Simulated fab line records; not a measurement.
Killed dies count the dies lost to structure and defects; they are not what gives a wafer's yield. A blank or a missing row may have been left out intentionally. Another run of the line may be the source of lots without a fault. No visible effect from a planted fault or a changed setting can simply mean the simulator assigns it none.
What tool caused it? | flow n5 finfet | 22 lots, 66 wafers sampled, at 3 steps of a route of 1938

== WHAT THE GAUGES SHOWED, per wafer ==
N5_ZERO_LAYER_CD_MEAS_11: target cd 2000 nm.
lot  | measured    | on        | cd nm (nm)
L074 | day 1 12:46 | cd sem-03 | 1999.5 2000.2 1999.4
L075 | day 1 18:38 | cd sem-01 | 1999.3 2000.9 2001.7
L076 | day 2 00:50 | cd sem-01 | 2002.0 2002.9 2000.9
L077 | day 2 06:38 | cd sem-01 | 2001.0 2001.2 2000.4
L078 | day 2 12:39 | cd sem-01 | 2000.4 2003.3 2001.1
L079 | day 2 18:46 | cd sem-02 | 2000.6 2002.5 2003.1
L080 | day 3 00:39 | cd sem-03 | 2000.0 1997.8 1997.0
L081 | day 3 06:38 | cd sem-02 | 1999.7 2000.9 1996.8
L082 | day 3 12:40 | cd sem-01 | 2001.0 1999.4 2000.4
L083 | day 3 19:29 | cd sem-01 | 2001.8 1998.9 2002.2
L084 | day 4 00:46 | cd sem-02 | 1999.8 1999.6 2000.2
L085 | day 4 06:46 | cd sem-03 | 1999.8 1999.4 1999.8
L086 | day 4 12:40 | cd sem-03 | 2000.2 1999.6 1999.7
L087 | day 4 18:59 | cd sem-03 | 2000.5 2003.5 2000.4
L089 | day 5 06:46 | cd sem-01 | 2000.8 2000.5 1999.2
L090 | day 5 12:46 | cd sem-01 | 1999.5 1998.4 1999.2
L091 | day 5 18:38 | cd sem-02 | 1998.6 2000.2 2000.7
L092 | day 6 00:38 | cd sem-01 | 2000.4 1998.9 2001.0
L093 | day 6 06:46 | cd sem-01 | 1998.7 1998.7 2000.0
L094 | day 6 12:46 | cd sem-02 | 1997.9 1998.9 1998.6
L095 | day 6 18:47 | cd sem-03 | 1998.4 1999.2 1999.4
L096 | day 7 00:47 | cd sem-01 | 2000.9 1999.1 2000.0

N5_WELL_APT_INSPECT_38: inspects for defects (darkfield).
lot  | measured    | on                | raw defect count
L074 | day 1 17:24 | defect inspect-01 | 10 12 13
L075 | day 1 22:59 | defect inspect-01 | 7 12 7
L076 | day 2 04:48 | defect inspect-01 | 9 14 7
L077 | day 2 10:57 | defect inspect-01 | 10 12 14
L078 | day 2 17:17 | defect inspect-01 | 10 5 11
L079 | day 2 23:20 | defect inspect-02 | 10 7 6
L080 | day 3 04:38 | defect inspect-01 | 15 11 22
L081 | day 3 10:54 | defect inspect-02 | 7 23 15
L082 | day 3 16:49 | defect inspect-02 | 17 21 18
L083 | day 3 23:58 | defect inspect-01 | 14 13 14
L084 | day 4 04:57 | defect inspect-01 | 9 4 16
L085 | day 4 11:11 | defect inspect-01 | 7 13 16
L086 | day 4 17:01 | defect inspect-01 | 10 10 8
L087 | day 4 23:05 | defect inspect-01 | 8 21 22
L089 | day 5 11:14 | defect inspect-02 | 11 10 8
L090 | day 5 17:15 | defect inspect-01 | 21 14 17
L091 | day 5 22:33 | defect inspect-02 | 15 12 13
L092 | day 6 05:50 | defect inspect-01 | 10 16 12
L093 | day 6 11:20 | defect inspect-02 | 12 11 8
L094 | day 6 17:46 | defect inspect-01 | 23 11 12
L095 | day 7 00:11 | defect inspect-02 | 8 8 12
L096 | day 7 05:23 | defect inspect-01 | 11 6 4

N5_FIN_SAQP_THK_MEAS_07.
lot  | measured    | on            | thk nm (nm)
L074 | day 1 21:59 | film metro-01 | 58.4 59.5 59.3
L075 | day 2 03:35 | film metro-02 | 61.3 61.0 60.4
L076 | day 2 09:46 | film metro-02 | 60.4 61.3 61.6
L077 | day 2 15:55 | film metro-01 | 58.9 58.9 60.2
L078 | day 2 21:46 | film metro-01 | 58.9 59.2 59.8
L079 | day 3 04:32 | film metro-01 | 60.3 60.6 60.8
L080 | day 3 09:08 | film metro-01 | 58.7 59.5 60.1
L081 | day 3 15:25 | film metro-02 | 58.9 59.5 60.6
L082 | day 3 21:11 | film metro-02 | 58.7 59.9 59.9
L083 | day 4 04:59 | film metro-02 | 59.5 59.9 60.2
L084 | day 4 09:42 | film metro-01 | 60.4 58.7 61.1
L085 | day 4 15:57 | film metro-01 | 60.2 61.2 59.8
L086 | day 4 21:52 | film metro-01 | 59.2 59.9 61.1
L087 | day 5 04:08 | film metro-02 | 60.4 60.1 60.2
L089 | day 5 16:24 | film metro-02 | 58.7 60.2 60.9
L090 | day 5 22:00 | film metro-02 | 60.4 59.8 60.9
L091 | day 6 02:40 | film metro-02 | 59.4 59.0 59.8
L092 | day 6 11:41 | film metro-02 | 58.7 58.7 58.7
L093 | day 6 16:38 | film metro-01 | 59.6 59.9 61.4
L094 | day 6 23:10 | film metro-02 | 60.0 60.3 60.5
L095 | day 7 05:41 | film metro-01 | 59.7 59.3 60.0
L096 | day 7 10:46 | film metro-02 | 60.3 61.3 60.6

== TOOL THAT RAN EACH LOT (tool first, then ch and the chambers of the sampled wafers, then the start) ==
Before these readings, the record contains no process step.

== WHAT THE TOOLS THEMSELVES READ (means of the sampled wafers that have a number; where no wafer has one, the mark that the record gives instead) ==
The record holds no such reading with a usual standard deviation.

== THE ANSWER, worked out from the rows above alone ==
Rule: what is usual is taken from the lots themselves. Put in order of their means at a reading, lots are off if they are a third of the lots or fewer, leave a main group of 4 or more, and stand apart from it by a gap of 3 or more times the standard deviation of the main group's means; of several such gaps the widest counts. A main group whose means are all the same, to the digits that the tables above print for the reading, isn't used. A lot without any number at a reading at which 4 lots or more have one is off too. Any other lot the step has rows for is counted as sound. First the gauges in route order, then the tools' own readings, where a lot's mean is used as printed above. At the first step where some lot is off, the reading lying furthest off is the one used; lots without a number count as furthest.
Nothing can be told from this: no lot is off at any reading shown.

== WHAT THE SIMULATOR PUT IN ==
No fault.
